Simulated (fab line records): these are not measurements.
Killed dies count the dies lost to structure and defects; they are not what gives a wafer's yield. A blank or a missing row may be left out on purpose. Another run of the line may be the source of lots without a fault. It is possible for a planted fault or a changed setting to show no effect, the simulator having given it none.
Chamber matching -- flow n5_finfet -- N5_BEOL_M2_DEP_57 on pecvd-04: 3 sister chambers
The step deposits SiCN from 3MS/NH3, target thk 8 nm, time 14 s. 6 wafers are shown with their chamber, then 9 later ones without.

WAFERS WITH THEIR CHAMBER
wafer,chamber,chamber_pressure_Torr (Torr),throttle_valve_pct (%)
L084.2,1,3.014,9.0
L088.5,0,3.004,9.2
L088.6,1,2.999,8.8
L089.1,0,3.008,8.8
L089.2,2,3.000,8.4
L089.6,2,2.993,8.3

WAFERS MISSING THEIR CHAMBER
wafer,chamber_pressure_Torr (Torr),throttle_valve_pct (%)
L091.1,2.995,8.7
L091.4,3.002,8.8
L091.5,3.005,8.6
L093.2,2.990,9.1
L093.5,2.999,8.9
L093.6,2.999,8.6
L096.3,3.002,9.1
L096.4,2.999,9.2
L096.5,3.000,9.3

CHAMBER TAKEN BY EACH
wafer,from the rows above,in truth
L091.1,can't be placed: 2 or 1 or 0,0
L091.4,can't be placed: 1 or 0 or 2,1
L091.5,can't be placed: 1 or 2 or 0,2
L093.2,can't be placed: 0 or 1 or 2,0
L093.5,can't be placed: 1 or 0 or 2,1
L093.6,can't be placed: 2 or 1 or 0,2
L096.3,can't be placed: 0 or 1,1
L096.4,can't be placed: 0 or 1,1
L096.5,can't be placed: 0 or 1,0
Correct placement for 0 of the 9. Cannot be placed on the basis of these rows: 9; the candidates contain the true chamber in 9. Wrongly placed: 0.
How it was worked out, from the rows above alone: a wafer's distance from a chamber is the root of the sum, over the readings, of the square of ((its reading less the chamber's mean) divided by the reading's scatter). If the next closest chamber is less than 2 further off than the closest, the wafer can't be placed; otherwise it belongs to the closest. The mean given for a chamber averages the wafers shown for that chamber. The scatter: take each reading less its chamber's mean, square it, sum over the shown wafers, divide by the number of wafers less the number of chambers, and take the root.
